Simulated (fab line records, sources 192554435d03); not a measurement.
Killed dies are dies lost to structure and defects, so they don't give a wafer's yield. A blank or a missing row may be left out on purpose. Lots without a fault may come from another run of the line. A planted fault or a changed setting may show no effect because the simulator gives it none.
Which tool did it? | flow n5_finfet | 10 lots, 29 wafers sampled, at 2 steps of a route of 1938

WHAT THE GAUGES READ, wafer by wafer
N5_BEOL_M15_OVL_MEAS_29.
lot  | measured     | on         | M15_OVL (nm)
L984 | day 12 04:19 | overlay-01 | 16 3 6
L987 | day 12 21:03 | overlay-01 | -1 2 4
L985 | day 13 03:32 | overlay-01 | -3 3 3
L986 | day 13 14:14 | overlay-02 | 0 2 2
L989 | day 13 16:12 | overlay-01 | -1 3 0
L993 | day 14 12:24 | overlay-01 | 3 4 5
L995 | day 15 12:49 | overlay-01 | -1 1 4
L102 | day 16 12:01 | overlay-02 | -6 2
L105 | day 17 12:38 | overlay-01 | -2 8 -4
L106 | day 17 14:58 | overlay-02 | 6 4 4

WHICH TOOL RAN EACH LOT (tool, then ch and the chambers of the sampled wafers, then the start)
lot  | N5_BEOL_M15_ETCH_57
L984 | rie_diel-04 ch 0,2,3, day 12 03:31
L987 | rie_diel-01 ch 0,1,2, day 12 20:15
L985 | rie_diel-03 ch 0,1, day 13 02:37
L986 | rie_diel-01 ch 0,2, day 13 13:26
L989 | rie_diel-04 ch 0,2,3, day 13 15:23
L993 | rie_diel-01 ch 0,1,3, day 14 11:28
L995 | rie_diel-04 ch 1,2,3, day 15 12:01
L102 | rie_diel-01 ch 3, day 16 11:05
L105 | rie_diel-03 ch 2,3, day 17 11:49
L106 | rie_diel-01 ch 2,3, day 17 14:10
- N5_BEOL_M15_ETCH_57: etches SOC in N2/H2, time 750 s.

THE ANSWER, worked out from the rows above alone
Rule: what is usual is taken from the lots themselves. Put in order of their means at a reading, lots are off if they are a third of the lots or fewer, leave a main group of 4 or more, and stand apart from it by a gap of 3 or more times the standard deviation of the main group's means; of several such gaps the widest counts. A main group whose means are all the same, to the digits that the tables above print for the reading, isn't used. A lot without any number at a reading at which 4 lots or more have one is off too. The other lots that the step has rows for count as sound.
No lot is off at any reading shown: from this, nothing can be told.

WHAT THE SIMULATOR HAD PUT IN
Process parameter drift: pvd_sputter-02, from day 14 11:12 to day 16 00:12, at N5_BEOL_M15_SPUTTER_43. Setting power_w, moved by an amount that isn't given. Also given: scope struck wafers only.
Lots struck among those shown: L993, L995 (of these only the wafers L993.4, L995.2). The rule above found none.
